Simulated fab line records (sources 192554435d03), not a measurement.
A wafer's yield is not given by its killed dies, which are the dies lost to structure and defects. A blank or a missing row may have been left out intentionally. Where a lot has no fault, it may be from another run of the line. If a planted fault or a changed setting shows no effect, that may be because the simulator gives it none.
Split-lot trial || flow n5_finfet || 21 wafers read across 7 lots, on a route 1938 steps long

ON THE SPLIT
At N5_MOL_CONTACT_COAG_ALD_27 (deposits SiOC, target thk 17 nm, pulse time 1.5 s, time 2720 s), the setting ald_cycles was moved away from the recipe's 340 on 7 of the 21 wafers read, by -10.9% to +13.2%. The other wafers ran this setting at the recipe's value.

The reading comes from the split's own step.

THE READING
SiOC_of_MOL_CONTACT_COAG_ALD_27.thk_nm (the simulator's own value, which no gauge read), in nm, at N5_MOL_CONTACT_COAG_ALD_27 (deposits SiOC, target thk 17 nm, pulse time 1.5 s, time 2720 s). The file does not state a usual value for it. The 14 wafers here that ran the recipe average 16.9 nm, standard deviation 0.09 nm.

{"wafer": "L074.1", "tool, chamber at the split": "ald_sin-01, 3,1", "ald_cycles as run": 340, "against the recipe": "recipe", "SiOC_of_MOL_CONTACT_COAG_ALD_27.thk_nm, nm": 17, "against lot-mates on the recipe": "-"}
{"wafer": "L074.2", "tool, chamber at the split": "ald_sin-01, 3,1", "ald_cycles as run": 340, "against the recipe": "recipe", "SiOC_of_MOL_CONTACT_COAG_ALD_27.thk_nm, nm": 17, "against lot-mates on the recipe": "-"}
{"wafer": "L074.5", "tool, chamber at the split": "ald_sin-01, 1", "ald_cycles as run": 340, "against the recipe": "recipe", "SiOC_of_MOL_CONTACT_COAG_ALD_27.thk_nm, nm": 16.8, "against lot-mates on the recipe": "-"}
{"wafer": "L079.3", "tool, chamber at the split": "ald_sin-04, 0,1", "ald_cycles as run": 340, "against the recipe": "recipe", "SiOC_of_MOL_CONTACT_COAG_ALD_27.thk_nm, nm": 17, "against lot-mates on the recipe": "-"}
{"wafer": "L079.4", "tool, chamber at the split": "ald_sin-04, 0,1", "ald_cycles as run": 340, "against the recipe": "recipe", "SiOC_of_MOL_CONTACT_COAG_ALD_27.thk_nm, nm": 17, "against lot-mates on the recipe": "-"}
{"wafer": "L079.5", "tool, chamber at the split": "ald_sin-04, 0", "ald_cycles as run": 318, "against the recipe": "-6.5%", "SiOC_of_MOL_CONTACT_COAG_ALD_27.thk_nm, nm": 15.8, "against lot-mates on the recipe": -1.2}
{"wafer": "L080.3", "tool, chamber at the split": "ald_sin-01, 2,0", "ald_cycles as run": 340, "against the recipe": "recipe", "SiOC_of_MOL_CONTACT_COAG_ALD_27.thk_nm, nm": 17, "against lot-mates on the recipe": "-"}
{"wafer": "L080.5", "tool, chamber at the split": "ald_sin-01, 2,0", "ald_cycles as run": 340, "against the recipe": "recipe", "SiOC_of_MOL_CONTACT_COAG_ALD_27.thk_nm, nm": 17, "against lot-mates on the recipe": "-"}
{"wafer": "L080.6", "tool, chamber at the split": "ald_sin-01, 1", "ald_cycles as run": 340, "against the recipe": "recipe", "SiOC_of_MOL_CONTACT_COAG_ALD_27.thk_nm, nm": 16.8, "against lot-mates on the recipe": "-"}
{"wafer": "L081.1", "tool, chamber at the split": "ald_sin-03, 3", "ald_cycles as run": 340, "against the recipe": "recipe", "SiOC_of_MOL_CONTACT_COAG_ALD_27.thk_nm, nm": 17, "against lot-mates on the recipe": "-"}
{"wafer": "L081.2", "tool, chamber at the split": "ald_sin-03, 0", "ald_cycles as run": 340, "against the recipe": "recipe", "SiOC_of_MOL_CONTACT_COAG_ALD_27.thk_nm, nm": 16.8, "against lot-mates on the recipe": "-"}
{"wafer": "L081.3", "tool, chamber at the split": "ald_sin-03, 1", "ald_cycles as run": 367, "against the recipe": "+7.9%", "SiOC_of_MOL_CONTACT_COAG_ALD_27.thk_nm, nm": 18.2, "against lot-mates on the recipe": "+1.3"}
{"wafer": "L089.1", "tool, chamber at the split": "ald_sin-01, 3", "ald_cycles as run": 385, "against the recipe": "+13.2%", "SiOC_of_MOL_CONTACT_COAG_ALD_27.thk_nm, nm": 19.2, "against lot-mates on the recipe": "+2.4"}
{"wafer": "L089.2", "tool, chamber at the split": "ald_sin-01, 2", "ald_cycles as run": 385, "against the recipe": "+13.2%", "SiOC_of_MOL_CONTACT_COAG_ALD_27.thk_nm, nm": 19, "against lot-mates on the recipe": "+2.2"}
{"wafer": "L089.6", "tool, chamber at the split": "ald_sin-01, 1", "ald_cycles as run": 340, "against the recipe": "recipe", "SiOC_of_MOL_CONTACT_COAG_ALD_27.thk_nm, nm": 16.8, "against lot-mates on the recipe": "-"}
{"wafer": "L092.2", "tool, chamber at the split": "ald_sin-01, 1", "ald_cycles as run": 340, "against the recipe": "recipe", "SiOC_of_MOL_CONTACT_COAG_ALD_27.thk_nm, nm": 17, "against lot-mates on the recipe": "-"}
{"wafer": "L092.4", "tool, chamber at the split": "ald_sin-01, 2", "ald_cycles as run": 320, "against the recipe": "-5.9%", "SiOC_of_MOL_CONTACT_COAG_ALD_27.thk_nm, nm": 16, "against lot-mates on the recipe": -1.0}
{"wafer": "L092.5", "tool, chamber at the split": "ald_sin-01, 1", "ald_cycles as run": 320, "against the recipe": "-5.9%", "SiOC_of_MOL_CONTACT_COAG_ALD_27.thk_nm, nm": 15.8, "against lot-mates on the recipe": -1.2}
{"wafer": "L094.1", "tool, chamber at the split": "ald_sin-01, 3", "ald_cycles as run": 340, "against the recipe": "recipe", "SiOC_of_MOL_CONTACT_COAG_ALD_27.thk_nm, nm": 17, "against lot-mates on the recipe": "-"}
{"wafer": "L094.6", "tool, chamber at the split": "ald_sin-01, 3", "ald_cycles as run": 340, "against the recipe": "recipe", "SiOC_of_MOL_CONTACT_COAG_ALD_27.thk_nm, nm": 17, "against lot-mates on the recipe": "-"}
{"wafer": "L094.3", "tool, chamber at the split": "ald_sin-01, 0", "ald_cycles as run": 303, "against the recipe": "-10.9%", "SiOC_of_MOL_CONTACT_COAG_ALD_27.thk_nm, nm": 15, "against lot-mates on the recipe": -2.0}
Rows listing several chambers each stand for several wafers; the file does not say which wafer went through which chamber.

THE FIT
A straight line over all 21 wafers: SiOC_of_MOL_CONTACT_COAG_ALD_27.thk_nm changes by +0.168 nm for each +1% of ald_cycles; r = +1.00; the points scatter about the line by 0.097 nm.
The same after taking each lot's own level away (the mean of its wafers on the recipe; 21 wafers): +0.177 nm for each +1%; r = +1.00; scatter 0.084 nm.
According to that fit, moving ald_cycles by its largest amount changes the reading by 2.3 nm.
The lots' own levels span 16.80 to 17.00 nm, that is 2.2 times the standard deviation above.
The two slopes agree, so the slope changes little with the lot-to-lot level.
Check: for one of the wafers moved furthest among these (+13.2%), held out of the fit, the line's prediction against its lot-mates is +2.29 nm. It came out at +2.4 nm against them.

OTHER SPLITS ON THESE WAFERS
These wafers also went through other splits before the reading. Each is held against what the fit with the lots' levels taken away leaves over:
{"other split on the same wafers": "N5_FIN_SAQP_ETCH_65 time_s", "wafers away from the commonest value": 9, "r with SiOC_of_MOL_CONTACT_COAG_ALD_27.thk_nm (lot level and that fit taken away)": "+0.17"}
{"other split on the same wafers": "N5_SD_EPI_N_PEB_07 peb_time_s", "wafers away from the commonest value": 8, "r with SiOC_of_MOL_CONTACT_COAG_ALD_27.thk_nm (lot level and that fit taken away)": -0.11}
{"other split on the same wafers": "N5_SD_EPI_N_ETCH_35 source_w", "wafers away from the commonest value": 6, "r with SiOC_of_MOL_CONTACT_COAG_ALD_27.thk_nm (lot level and that fit taken away)": "+0.09"}
{"other split on the same wafers": "N5_SD_EPI_P_ETCH_16 target_depth_a", "wafers away from the commonest value": 4, "r with SiOC_of_MOL_CONTACT_COAG_ALD_27.thk_nm (lot level and that fit taken away)": -0.07}
{"other split on the same wafers": "N5_SD_EPI_P_EPI_21 temp_c", "wafers away from the commonest value": 6, "r with SiOC_of_MOL_CONTACT_COAG_ALD_27.thk_nm (lot level and that fit taken away)": -0.05}

FILE'S OWN FIT
SiOC_of_MOL_CONTACT_COAG_ALD_27.thk_nm changes by +0.177 nm for each +1% of ald_cycles, r = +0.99.
